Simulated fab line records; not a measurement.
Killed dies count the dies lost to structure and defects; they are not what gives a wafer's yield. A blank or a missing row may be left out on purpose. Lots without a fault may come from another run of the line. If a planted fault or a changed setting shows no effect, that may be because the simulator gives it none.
Matching of chambers + flow nand harc + 3 sister chambers for NHARC_A_CONTACT_ETCH_106 on rie diel-11
The step etches the open film in CF4/O2, target depth 60 nm, overetch 6 nm, time 33 s. 16 wafers are shown with their chamber, then 6 later ones without.

WAFERS, EACH WITH ITS CHAMBER
| wafer  | chamber | drypump motor current A (A) | showerhead plenum p Torr (Torr) | rf vpp V (V) |
|--------|---------|-----------------------------|---------------------------------|--------------|
| L074.4 | 2       | 6.1                         | 1.42                            | 199.9        |
| L074.5 | 2       | 6.0                         | 1.42                            | 199.9        |
| L074.6 | 1       | 5.5                         | 1.36                            | 198.8        |
| L075.3 | 2       | 6.1                         | 1.42                            | 199.5        |
| L075.5 | 3       | 5.8                         | 1.36                            | 198.5        |
| L075.6 | 2       | 6.1                         | 1.42                            | 199.4        |
| L076.1 | 1       | 5.5                         | 1.36                            | 199.2        |
| L076.4 | 2       | 6.1                         | 1.42                            | 199.0        |
| L076.6 | 2       | 6.0                         | 1.42                            | 200.1        |
| L095.2 | 1       | 5.5                         | 1.35                            | 197.8        |
| L095.4 | 3       | 5.9                         | 1.35                            | 198.5        |
| L095.6 | 2       | 6.0                         | 1.41                            | 198.6        |
| L092.2 | 1       | 5.5                         | 1.35                            | 198.8        |
| L092.3 | 2       | 6.0                         | 1.41                            | 199.6        |
| L092.6 | 1       | 5.5                         | 1.35                            | 196.6        |
| L089.1 | 2       | 6.0                         | 1.41                            | 200.1        |

SIGNATURES (averages over the wafers above)
| reading                  | chamber 1 | chamber 2 | chamber 3 | scatter within a chamber |
|--------------------------|-----------|-----------|-----------|--------------------------|
| drypump motor current A  | 5.500     | 6.044     | 5.850     | 0.0458                   |
| showerhead plenum p Torr | 1.3540    | 1.4167    | 1.3550    | 0.00533                  |
| rf vpp V                 | 198.240   | 199.567   | 198.500   | 0.708                    |
Rule: a wafer lies at a distance from a chamber equal to the root of the sum of squares, over the readings, of (its reading less the chamber's mean, divided by the reading's scatter). If the next closest chamber is less than 2 further off than the closest, the wafer can't be placed; otherwise it belongs to the closest. The scatter: the root of (the sum of the squares of (reading less its chamber's mean) over the shown wafers, divided by (wafers less chambers)).

WAFERS WHOSE CHAMBER IS MISSING
| wafer  | drypump motor current A (A) | showerhead plenum p Torr (Torr) | rf vpp V (V) |
|--------|-----------------------------|---------------------------------|--------------|
| L089.3 | 5.8                         | 1.35                            | 196.4        |
| L089.6 | 5.9                         | 1.35                            | 199.3        |
| L089.2 | 5.5                         | 1.35                            | 198.2        |
| L089.5 | 6.0                         | 1.41                            | 199.0        |
| L097.1 | 5.5                         | 1.35                            | 198.5        |
| L097.6 | 6.0                         | 1.41                            | 198.7        |

CHAMBER TAKEN BY EACH
| wafer  | from the rows above | in truth |
|--------|---------------------|----------|
| L089.3 | 3                   | 3        |
| L089.6 | 3                   | 3        |
| L089.2 | 1                   | 1        |
| L089.5 | 2                   | 2        |
| L097.1 | 1                   | 1        |
| L097.6 | 2                   | 2        |
Correct placement for 6 of the 6. Not placeable from these rows: 0. 0 placed wrongly.
